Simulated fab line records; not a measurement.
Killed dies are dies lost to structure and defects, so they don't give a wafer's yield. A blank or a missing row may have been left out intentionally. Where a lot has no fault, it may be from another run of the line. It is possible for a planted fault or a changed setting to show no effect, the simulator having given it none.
Code-filled problem report in 8D (eight disciplines) form :: flow n5Finfet :: the parts of the form that need people (team, actions taken, sign-off) are left out

## 1. WHAT WENT WRONG
Wafers without a fault read 1499.9 rpm, standard deviation 1.1; spinSpeedRpm at N5_BEOL_M3_COAT_67 reads a mean of 1377.5 rpm on 6 wafers belonging to 2 lots. So: -99 or more standard deviations from the usual mean.
The step: time 60 s, resist thk 60 nm.
Seen first at day 7 19:12 on lithoTrack-02, wafer L342.1. At this step, 30 wafers from 10 lots have a number in the record. Rule for "out" (also "out of limits"): further than 4 standard deviations from the usual mean. All remaining wafers that have a number are taken as sound.

## 2. WHAT IT IS, AND WHAT IT ISN'T
question: which readings at this step
is: spinSpeedRpm
is not: chillPlateTempC, exhaustPa

question: which lots
is: L342, L344
is not: L339, L340, L351, L352, L353, L356, L360, L361

question: which wafers of those lots
is: all that have a number
is not: -

question: read on which tools
is: lithoTrack-02
is not: lithoTrack-04, lithoTrack-05

question: when
is: from day 7 19:12
is not: up to then (6 sound wafers); but 18 sound wafers of L351, L352, L353, L356, L360, L361 came after

## 3. WHAT RULES OUT EACH SUSPECT
Counting: a tool at a process step up to the reading stays a suspect if it ran every lot that is out and no sound lot after the first of them.
- lithoTrack-02 at N5_BEOL_M3_COAT_67 (time 60 s, resist thk 60 nm): ruled out as a lasting fault. After its first lot that is out, L342 (day 7 19:12), sound lots L356, L361 ran on it.
Left after counting: nothing in the record.

## 4. THE CAUSE (what the simulator had put in)
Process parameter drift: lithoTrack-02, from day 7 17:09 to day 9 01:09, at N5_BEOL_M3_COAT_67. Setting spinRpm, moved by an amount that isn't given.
Counting ruled it out, wrongly.

## 5. THE EFFECT CHAIN, in route order
Each row: a reading whose mean over the struck wafers that have a number lies more than 3 standard deviations from the usual. Only readings whose record carries a usual standard deviation are examined. hours: median over the lots of the time between each lot's start at the first step of this table that gives one and its start at this step. sigmas: the change, counted in usual standard deviations.
hours: 0
step: N5_BEOL_M3_COAT_67
reading: spinSpeedRpm
usual: 1499.9 rpm
on struck wafers: 1377.5
change: -122.4
sigmas: -99 or more
Here are the process steps it includes:
- N5_BEOL_M3_COAT_67: time 60 s, resist thk 60 nm.
Later measuring or inspecting steps at which every struck wafer that the step has a row for has a number for every such reading, and none has moved that far: N5_BEOL_M3_OVL_MEAS_29, N5_BEOL_M4_RC_MEAS_101.

## 6. WHAT WOULD HAVE CAUGHT IT SOONER
First out-of-limits reading in this record: day 7 19:12, which is 2 hours after fault onset at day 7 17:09.
